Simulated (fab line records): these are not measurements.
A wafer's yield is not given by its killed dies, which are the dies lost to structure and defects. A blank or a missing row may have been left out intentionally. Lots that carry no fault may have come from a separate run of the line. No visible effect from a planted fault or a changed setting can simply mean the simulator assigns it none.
The tool behind it: which one? | flow n5-finfet | route of 1938 steps, sampled at 1 step: 7 lots, 21 wafers

## WHAT EACH GAUGE READ, for each wafer
N5_ILD0_THK_MEAS_08.
lot  | measured    | on            | thk-nm (nm)
L704 | day 3 23:02 | film-metro-02 | 139.5 139.6 139.8
L708 | day 4 19:31 | film-metro-02 | 137.5 138.1 138.8
L715 | day 6 14:29 | film-metro-02 | 138.0 138.2 139.3
L717 | day 7 00:11 | film-metro-02 | 136.5 137.9 138.1
L720 | day 7 20:37 | film-metro-02 | 139.3 140.0 139.2
L722 | day 8 07:37 | film-metro-02 | 139.2 139.6 140.4
L726 | day 9 09:32 | film-metro-01 | 138.1 138.3 138.3

## EACH LOT AND THE TOOL THAT RAN IT (in order: tool; ch and the chambers of the sampled wafers; start)
There is no process step in the record ahead of these readings.

## THE ANSWER, worked out from the rows above alone
Rule: what is usual is taken from the lots themselves. Put in order of their means at a reading, lots are off if they are a third of the lots or fewer, leave a main group of 4 or more, and stand apart from it by a gap of 3 or more times the standard deviation of the main group's means; of several such gaps the widest counts. A main group whose means are all the same, to the digits that the tables above print for the reading, isn't used. Also off: a lot with no number at a reading for which 4 or more lots have one. The other lots that the step has rows for count as sound.
No lot is off on any of the readings shown, so nothing can be concluded from this.

## WHAT WAS PUT IN BY THE SIMULATOR
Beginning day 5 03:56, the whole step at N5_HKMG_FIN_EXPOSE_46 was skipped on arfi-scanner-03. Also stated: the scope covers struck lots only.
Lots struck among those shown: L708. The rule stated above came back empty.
